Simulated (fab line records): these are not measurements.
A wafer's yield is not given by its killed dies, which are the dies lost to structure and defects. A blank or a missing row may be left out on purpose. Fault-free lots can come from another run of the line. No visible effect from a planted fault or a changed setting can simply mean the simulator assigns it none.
Which tool was responsible?    flow nand_harc    12 lots with 36 wafers sampled at 2 steps, on a route of 1302 steps

WHAT EACH GAUGE READ, for each wafer
NHARC_A_CONTACT_CD_MEAS_42 targets a cd of 300 nm.
lot   measured      on         cd_nm (nm)
L077  day 22 18:13  cd_sem-02  301.8 301.9 301.2
L075  day 22 22:22  cd_sem-01  300.5 300.2 300.5
L078  day 23 22:41  cd_sem-03  301.3 300.4 299.9
L082  day 24 23:23  cd_sem-01  300.8 300.8 300.5
L084  day 25 19:58  cd_sem-03  300.4 300.0 299.9
L085  day 26 11:38  cd_sem-03  300.6 300.2 301.4
L087  day 27 11:52  cd_sem-03  299.9 299.7 301.0
L088  day 27 22:07  cd_sem-01  300.8 300.1 300.8
L093  day 29 06:37  cd_sem-01  299.9 300.0 300.4
L094  day 29 16:32  cd_sem-03  300.5 300.8 299.7
L095  day 30 10:13  cd_sem-01  299.9 299.5 299.3
L096  day 31 03:31  cd_sem-02  298.8 300.0 299.8

WHICH TOOL RAN EACH LOT (tool, then ch and the chambers of the sampled wafers, then the start)
lot   NHARC_A_WL_FILL_ETCHBACK_05
L077  rie_metal-03 ch 0, day 21 17:23
L075  rie_metal-02 ch 0,1, day 21 22:50
L078  rie_metal-01 ch 0,1, day 22 19:56
L082  rie_metal-02 ch 1, day 23 21:50
L084  rie_metal-02 ch 0,1, day 24 18:53
L085  rie_metal-03 ch 0,1, day 25 07:04
L087  rie_metal-03 ch 0,1, day 26 09:29
L088  rie_metal-03 ch 0,1, day 26 20:20
L093  rie_metal-03 ch 0,1, day 28 07:14
L094  rie_metal-03 ch 0,1, day 28 12:38
L095  rie_metal-01 ch 0,1, day 29 11:24
L096  rie_metal-02 ch 0,1, day 30 03:05
- NHARC_A_WL_FILL_ETCHBACK_05: etches the open film in Cl2/BCl3, target depth 22 nm, time 60 s.

THE ANSWER, worked out from the rows above alone
Rule: usual is defined by the lots themselves. The widest of any qualifying gaps counts: lots, ordered by their means at a reading, are off when they make up no more than a third of the lots, leave a main group of 4 or more, and stand apart from it by 3 or more times the standard deviation of that group's means. The tables above print the reading to a certain number of digits; a main group whose means all agree to those digits is not used. Also off: a lot with no number at a reading for which 4 or more lots have one. All remaining lots with rows at the step are treated as sound.
None of the lots is off at any reading shown; this tells nothing.

WHAT THE SIMULATOR HAD INSERTED
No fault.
